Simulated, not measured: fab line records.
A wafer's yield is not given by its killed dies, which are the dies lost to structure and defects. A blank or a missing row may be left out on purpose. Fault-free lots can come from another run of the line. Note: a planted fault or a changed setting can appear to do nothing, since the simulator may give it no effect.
Chamber matching || flow nand_harc || NHARC_A_CHANNEL_FILL_D1_CMP_10 on cmp-01: 4 sister chambers
The step polishes, target thk 150 nm. 4 wafers are shown with their chamber, then 9 later ones without.

== WAFERS WITH THEIR CHAMBER ==
{"wafer": "L082.1", "chamber": 0, "motor_current_A (A)": 12.9}
{"wafer": "L082.4", "chamber": 1, "motor_current_A (A)": 11.7}
{"wafer": "L082.5", "chamber": 3, "motor_current_A (A)": 10.2}
{"wafer": "L082.6", "chamber": 2, "motor_current_A (A)": 13.5}

== WAFERS WHOSE CHAMBER IS MISSING ==
{"wafer": "L084.2", "motor_current_A (A)": 12.4}
{"wafer": "L084.3", "motor_current_A (A)": 10.7}
{"wafer": "L084.6", "motor_current_A (A)": 12.6}
{"wafer": "L087.1", "motor_current_A (A)": 12.8}
{"wafer": "L087.2", "motor_current_A (A)": 12.2}
{"wafer": "L087.4", "motor_current_A (A)": 11.2}
{"wafer": "L090.1", "motor_current_A (A)": 11.8}
{"wafer": "L090.3", "motor_current_A (A)": 11.0}
{"wafer": "L090.6", "motor_current_A (A)": 13.1}

== EACH ONE'S CHAMBER ==
{"wafer": "L084.2", "from the rows above": "can't be placed: 0 or 1 or 2", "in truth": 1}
{"wafer": "L084.3", "from the rows above": "can't be placed: 3 or 1", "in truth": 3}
{"wafer": "L084.6", "from the rows above": "can't be placed: 0 or 1 or 2", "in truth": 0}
{"wafer": "L087.1", "from the rows above": "can't be placed: 0 or 2", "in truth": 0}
{"wafer": "L087.2", "from the rows above": "can't be placed: 1 or 0 or 2", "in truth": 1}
{"wafer": "L087.4", "from the rows above": "can't be placed: 1 or 3", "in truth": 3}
{"wafer": "L090.1", "from the rows above": 1, "in truth": 1}
{"wafer": "L090.3", "from the rows above": "can't be placed: 1 or 3", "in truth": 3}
{"wafer": "L090.6", "from the rows above": "can't be placed: 0 or 2", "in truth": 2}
Correct placement for 1 of the 9. Can't be placed from these rows: 8 (the true chamber is among the candidates in 8). Wrongly placed: 0.
How it was worked out, from the rows above alone: a wafer's distance from a chamber is the root of the sum, over the readings, of the square of ((its reading less the chamber's mean) divided by the reading's scatter). If the next closest chamber is less than 2 further off than the closest, the wafer can't be placed; otherwise it belongs to the closest. The mean given for a chamber averages the wafers shown for that chamber. The scatter: root of mean squared gap, hidden wafer to nearest shown wafer, with one shown wafer a chamber.
